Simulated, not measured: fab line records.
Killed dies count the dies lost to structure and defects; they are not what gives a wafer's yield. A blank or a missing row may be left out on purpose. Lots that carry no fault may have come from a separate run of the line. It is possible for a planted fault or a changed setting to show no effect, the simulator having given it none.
Chamber matching	flow n5-finfet	ald-metal-03 running N5_BEOL_M6_ALD_77: 4 sister chambers
The step deposits TaN, target thk 2 nm, pulse time 2 s, purge time 3 s. 8 wafers are shown with their chamber, then 8 later ones without.

== WAFERS, EACH WITH ITS CHAMBER ==
wafer	chamber	heater-power-w (W)	mfc-carrier-sccm (sccm)
L087.6	0	485	1502
L091.1	0	501	1501
L092.2	1	399	1501
L092.3	2	424	1498
L092.6	1	394	1500
L090.3	2	413	1503
L090.5	3	471	1502
L093.1	3	463	1501

== WAFERS WITHOUT THEIR CHAMBER ==
wafer	heater-power-w (W)	mfc-carrier-sccm (sccm)
L093.3	396	1497
L093.5	465	1499
L095.1	431	1498
L095.4	506	1495
L095.6	405	1503
L097.1	464	1499
L097.3	384	1501
L097.6	388	1502

== WHICH CHAMBER EACH WENT THROUGH ==
wafer	from the rows above	in truth
L093.3	can't be placed: 1 or 2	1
L093.5	3	3
L095.1	2	2
L095.4	0	0
L095.6	can't be placed: 1 or 2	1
L097.1	3	3
L097.3	1	1
L097.6	1	1
6 of 8 placed correctly. Unplaceable from these rows: 2, with the true chamber sitting among the candidates in 2. 0 placed wrongly.
How it was worked out, from the rows above alone: a wafer's distance from a chamber is the root of the sum, over the readings, of the square of ((its reading less the chamber's mean) divided by the reading's scatter). If the next closest chamber is less than 2 further off than the closest, the wafer can't be placed; otherwise it belongs to the closest. A chamber's mean is the mean of its shown wafers. The scatter: take each reading less its chamber's mean, square it, sum over the shown wafers, divide by the number of wafers less the number of chambers, and take the root.
